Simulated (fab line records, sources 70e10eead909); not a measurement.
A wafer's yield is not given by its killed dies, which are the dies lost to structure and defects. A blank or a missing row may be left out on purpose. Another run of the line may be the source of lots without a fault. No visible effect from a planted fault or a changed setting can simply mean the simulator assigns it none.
Problem report in the 8D (eight disciplines) form, filled by code || flow nand-harc || the parts of the form that need people (team, actions taken, sign-off) are left out

== 1. PROBLEM STATEMENT ==
At NHARC_A_ZERO_WELL_SOFTBAKE_05, heater-power-total-W averages 181.7 W over 6 wafers from 2 lots, while fault-free wafers read 200.9 W, standard deviation 1.3. Relative to the usual mean, that is a shift of -15 standard deviations.
The step: time 70 s.
The first sign was on wafer L809.1 at day 12 20:00, on litho-track-07. The record has a number at this step for 39 wafers belonging to 13 lots. Rule for "out" (also "out of limits"): further than 4 standard deviations from the usual mean. The rest of the wafers with a number are treated as sound.

== 2. WHAT IT IS, WHAT IT ISN'T ==
{"question": "which readings at this step", "is": "heater-power-total-W", "is not": "-"}
{"question": "which lots", "is": "L809, L811", "is not": "L796, L797, L799, L804, L805, L806, L807, L808, L815, L817, L818"}
{"question": "which wafers of those lots", "is": "all that have a number", "is not": "-"}
{"question": "read on which tools", "is": "litho-track-07", "is not": "litho-track-03, litho-track-05"}
{"question": "when", "is": "from day 12 20:00", "is not": "up to then (24 sound wafers); but 9 sound wafers of L815, L817, L818 came after"}

== 3. WHAT RULES OUT EACH SUSPECT ==
Counting: any tool at a process step up to the reading is kept as a suspect provided that every lot that is out went through it and no sound lot did after the first of them.
- litho-track-07 at NHARC_A_ZERO_WELL_SOFTBAKE_05 (time 70 s): kept. Every lot that is out went through it, starting with L809 (day 12 20:00), and after that it ran no sound lot; the last sound lot it ran before then is L808 (day 12 19:00). On those wafers its own readings are out: heater-power-total-W.
Left after counting: litho-track-07 at NHARC_A_ZERO_WELL_SOFTBAKE_05.

== 4. THE CAUSE (what the simulator had put in) ==
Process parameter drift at NHARC_A_ZERO_WELL_SOFTBAKE_05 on litho-track-07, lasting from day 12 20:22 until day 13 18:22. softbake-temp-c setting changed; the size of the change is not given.
Counting left only this tool.

== 5. SEQUENCE OF EFFECTS, ordered by route ==
Each row: a reading where the mean over the struck wafers with a number is more than 3 standard deviations away from the usual. Readings are gone through only where the record gives a usual standard deviation; hours: the median, over the lots, of the time from a lot's start at the first step in this table giving one to that lot's start at this step; sigmas: the change measured in usual standard deviations.
{"hours": 0, "step": "NHARC_A_ZERO_WELL_SOFTBAKE_05", "reading": "heater-power-total-W", "usual": "200.9 W", "on struck wafers": 181.7, "change": -19.2, "sigmas": -15}
It contains these process steps:
- NHARC_A_ZERO_WELL_SOFTBAKE_05: time 70 s.
Later measuring or inspecting steps at which every struck wafer that the step has a row for has a number for every such reading, and none has moved that far: NHARC_A_ZERO_WELL_CD_MEAS_10, NHARC_END_SORT_01.

== 6. WHAT WOULD HAVE CAUGHT IT SOONER ==
In this record the first reading out of limits was taken at day 12 20:00.
